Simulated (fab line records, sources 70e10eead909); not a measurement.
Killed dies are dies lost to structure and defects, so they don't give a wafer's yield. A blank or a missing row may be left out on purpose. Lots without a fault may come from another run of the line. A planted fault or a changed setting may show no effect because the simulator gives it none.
Chamber matching | flow nand_harc | NHARC_A_M0_ETCH_34 on rie_diel-05: 4 sister chambers
The step etches the open film in N2/H2, target depth 40 nm, overetch 12 nm, time 43.94 s. 4 wafers are shown with their chamber, then 11 later ones without.

WAFERS WITH THEIR CHAMBER
wafer  | chamber | drypump_motor_current_A (A)
L082.4 | 3       | 6.2
L082.6 | 0       | 5.8
L082.3 | 2       | 5.7
L081.2 | 1       | 5.2

WAFERS WITHOUT THEIR CHAMBER
wafer  | drypump_motor_current_A (A)
L081.3 | 6.2
L081.5 | 5.2
L084.1 | 5.7
L084.2 | 5.2
L084.3 | 5.7
L088.1 | 6.2
L088.2 | 5.3
L088.4 | 5.7
L087.3 | 5.7
L087.4 | 5.2
L087.5 | 5.7

WHICH CHAMBER EACH WENT THROUGH
wafer  | from the rows above | in truth
L081.3 | 3                   | 3
L081.5 | 1                   | 1
L084.1 | 2                   | 2
L084.2 | 1                   | 1
L084.3 | 2                   | 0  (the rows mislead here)
L088.1 | 3                   | 3
L088.2 | 1                   | 1
L088.4 | 2                   | 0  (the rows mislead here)
L087.3 | 2                   | 2
L087.4 | 1                   | 1
L087.5 | 2                   | 2
Placed correctly: 9 of 11. Can't be placed from these rows: 0. Placed wrongly: 2.
How it was worked out, from the rows above alone: a wafer's distance from a chamber is the root of the sum, over the readings, of the square of ((its reading less the chamber's mean) divided by the reading's scatter). The wafer belongs to the nearest chamber; if the next one is less than 2 further off, it can't be placed. A chamber's mean is the mean of its shown wafers. The scatter: with one shown wafer a chamber, the root of the mean of the squares of how far each hidden wafer lies from its nearest shown one.
